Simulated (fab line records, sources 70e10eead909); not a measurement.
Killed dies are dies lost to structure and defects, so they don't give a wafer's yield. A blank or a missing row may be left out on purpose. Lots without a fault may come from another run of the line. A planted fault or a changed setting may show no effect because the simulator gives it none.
Chamber matching | flow nand_harc | NHARC_P_M0_ETCH_34 on rie_diel-06: 4 sister chambers
The step etches the open film in N2/H2, target depth 40 nm, overetch 12 nm, time 43.94 s. 4 wafers are shown with their chamber, then 11 later ones without.

WAFERS WITH THEIR CHAMBER
wafer  | chamber | drypump_motor_current_A (A)
L085.5 | 0       | 6.1
L086.2 | 2       | 5.8
L086.6 | 1       | 4.8
L088.1 | 3       | 5.9

WAFERS WITHOUT THEIR CHAMBER
wafer  | drypump_motor_current_A (A)
L088.3 | 6.1
L088.6 | 5.9
L089.2 | 5.9
L089.3 | 5.9
L089.5 | 4.8
L092.1 | 4.9
L092.2 | 6.1
L092.5 | 4.9
L097.3 | 6.1
L097.4 | 5.9
L097.5 | 5.9

WHICH CHAMBER EACH WENT THROUGH
wafer  | from the rows above | in truth
L088.3 | 0                   | 0
L088.6 | 3                   | 3
L089.2 | 3                   | 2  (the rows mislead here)
L089.3 | 3                   | 3
L089.5 | 1                   | 1
L092.1 | 1                   | 1
L092.2 | 0                   | 0
L092.5 | 1                   | 1
L097.3 | 0                   | 0
L097.4 | 3                   | 3
L097.5 | 3                   | 3
Placed correctly: 10 of 11. Can't be placed from these rows: 0. Placed wrongly: 1.
How it was worked out, from the rows above alone: a wafer's distance from a chamber is the root of the sum, over the readings, of the square of ((its reading less the chamber's mean) divided by the reading's scatter). The wafer belongs to the nearest chamber; if the next one is less than 2 further off, it can't be placed. A chamber's mean is the mean of its shown wafers. The scatter: with one shown wafer a chamber, the root of the mean of the squares of how far each hidden wafer lies from its nearest shown one.
